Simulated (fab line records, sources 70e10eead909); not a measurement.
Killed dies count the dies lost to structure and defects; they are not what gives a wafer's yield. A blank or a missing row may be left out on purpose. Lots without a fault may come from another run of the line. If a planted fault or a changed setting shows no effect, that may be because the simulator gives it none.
Comparing a struck lot with a sound one ; flow nand-harc ; 27 steps out of a route of 1302
Sound: wafers L677.3, L677.4, L677.5. Wafers L685.2, L685.4, L685.6 were the ones struck. Last of all comes the cause.
For every step that has rows: the tool of each side, followed by ch and its chambers, followed by its first start. Under that, the readings that differ: sound wafers ; struck wafers ; difference of the means ; sigmas: that difference in standard deviations of wafers without a fault.
alike: same words and numbers on both sides, and readings whose means sit less than 2 such deviations apart. not compared: any withheld reading, any reading some wafer has no value for, any bound like >300 that may hide the same value, and any number with overlapping values for which the record gives no deviation.
The two part at a step that has a row with sigmas, a row that says differs or no value, or rows on one side only. When numbers do not overlap yet have no deviation, they are printed without sigmas and do not part them. A reading missing from all wafers of one side parts the sides only when that side holds two or more wafers.

NHARC_P_ZERO_WELL_INSPECT_43:
  sound on defect-inspect-01 at day 4 15:26; struck on defect-inspect-02 at day 7 23:35
  alike: raw-defect-count
then, 11 steps without rows for these wafers: NHARC_P_STI_ETCH_26 (etches SiO2 in dHF, target depth 11 nm); NHARC_P_STI_PRECLEAN_27 (cleans in SC1); NHARC_P_STI_SRD_28; NHARC_P_STI_OXIDE_29 (material SiO2, target thk 10 nm, ox time 1362 s); NHARC_P_STI_HM_DEP_30 (deposits Si3N4, target thk 80 nm, time 873 s); NHARC_P_STI_DEHYDRATE_01 (time 120 s); NHARC_P_STI_HMDS_02 (time 30 s); NHARC_P_STI_COAT_41 (time 65 s); NHARC_P_STI_COAT_03 (resist thk 600 nm); NHARC_P_STI_SOFTBAKE_04 (time 70 s); NHARC_P_STI_EBR_05.
NHARC_P_STI_EXPOSE_06: exposes mask P STI, target cd 200 nm.
  sound on krf-scanner-03 ch 0, day 5 07:11; struck on krf-scanner-04 ch 0, day 8 16:03
reading;sound;struck;difference;sigmas
mask;P_STI#0 P_STI#0 P_STI#0;P_STI_R1#0 P_STI_R1#0 P_STI_R1#0;differs;
  alike: focus-offset-nm
then, 2 steps without rows for these wafers: NHARC_P_STI_PEB_07 (peb time 80 s); NHARC_P_STI_DEVELOP_08 (time 50 s).
NHARC_P_STI_CD_MEAS_09: target cd 200 nm.
  sound on cd-sem-01 ch 0, day 5 07:20; struck on cd-sem-02 ch 0, day 8 16:12
reading;sound;struck;difference;sigmas
cd-nm (nm);202 199 202;221 222 223;+21;+6
NHARC_P_STI_OVL_MEAS_10:
  sound on overlay-01 at day 5 07:25; struck on overlay-01 at day 8 16:17
  alike: overlay-x-nm, overlay-y-nm
NHARC_P_STI_INSPECT_11:
  sound on defect-inspect-01 at day 5 07:28; struck on defect-inspect-01 at day 8 16:19
  alike: raw-defect-count
then, 1 step without rows for these wafers: NHARC_P_STI_HARDBAKE_13 (time 65 s).
NHARC_P_STI_DESCUM_14: chemistry O2, time 3 s.
  sound on rie-diel-13 ch 0,2, day 5 07:36; struck on rie-diel-03 ch 0,1,2, day 8 16:28
reading;sound;struck;difference;sigmas
model.P_STI.cd-nm (nm);202.5 200.2 203.2;220.1 221.6 223.5;+19.8;
  alike: drypump-motor-current-A, o2-flow-sccm, oes-product-au, rf-vpp-V, showerhead-plenum-p-Torr, throttle-valve-pct
  not compared: rf-hours-counter-h
NHARC_P_STI_ETCH_42: etches the open film in N2/H2, target depth 80 nm, overetch 24 nm, time 61 s.
  sound on rie-diel-13 ch 0,1,3, day 5 07:41; struck on rie-diel-03 ch 0,1,3, day 8 16:33
  alike: drypump-motor-current-A, oes-product-au, rf-vpp-V, showerhead-plenum-p-Torr, throttle-valve-pct
  not compared: rf-hours-counter-h
NHARC_P_STI_ETCH_31: etches the open film in CF4/CHF3, target depth 108.9 nm, time 54.5 s.
  sound: rie-diel-13 ch 1,2,3; struck: rie-diel-03 ch 0,1,3
reading;sound;struck;difference;sigmas
oes-product-au (a.u.);0.906 0.935 0.912;0.949 0.965 0.995;+0.052;+2
  alike: chf3-flow-sccm, drypump-motor-current-A, rf-vpp-V, showerhead-plenum-p-Torr, throttle-valve-pct
  not compared: rf-hours-counter-h
NHARC_P_STI_ETCH_15: etches the open film in HBr/Cl2, target depth 300 nm, time 100.1 s.
  sound on rie-si-04 ch 0,2,3, day 5 07:52; struck on rie-si-06 ch 0,1,2, day 8 16:44
reading;sound;struck;difference;sigmas
model.P_STI.cd-nm (nm);203.5 200.5 204.1;219.9 221.5 223;+18.8;
  alike: drypump-motor-current-A, oes-product-au, throttle-valve-pct
  not compared: rf-hours-counter-h
NHARC_P_STI_CD_MEAS_16:
  sound on cd-sem-01 at day 5 08:02; struck on cd-sem-01 at day 8 16:53
reading;sound;struck;difference;sigmas
cd-nm (nm);204 200 204;220 221 223;+19;+5
NHARC_P_STI_OCD_MEAS_17:
  sound on ocd-02 at day 5 08:07; struck on ocd-01 at day 8 16:59
reading;sound;struck;difference;sigmas
trench-foot-cd-nm (nm);160 157 159;179 179 181;+21;+6
  alike: trench-depth-nm
then, 1 step without rows for these wafers: NHARC_P_STI_STRIP_19 (strips in SPM, time 900 s).
-- jump in the record: it breaks off in module P_STI and resumes in module END (first step shown: number 1302 of the route), and 22 days separate the struck wafers' starts before and after --
NHARC_END_SORT_01:
  sound on prober-01 ch 0, day 26 18:00; struck on prober-01 ch 0, day 30 09:26
  alike: killed-at-array, killed-at-other, killed-at-periphery, killed-dies, killed-open, killed-short

WHERE THEY PART
Last at NHARC_P_STI_OCD_MEAS_17 as far as this record goes, first at NHARC_P_STI_EXPOSE_06. Later steps at which nothing parts them and some readings are alike: NHARC_END_SORT_01.

WHY: what the simulator had put in
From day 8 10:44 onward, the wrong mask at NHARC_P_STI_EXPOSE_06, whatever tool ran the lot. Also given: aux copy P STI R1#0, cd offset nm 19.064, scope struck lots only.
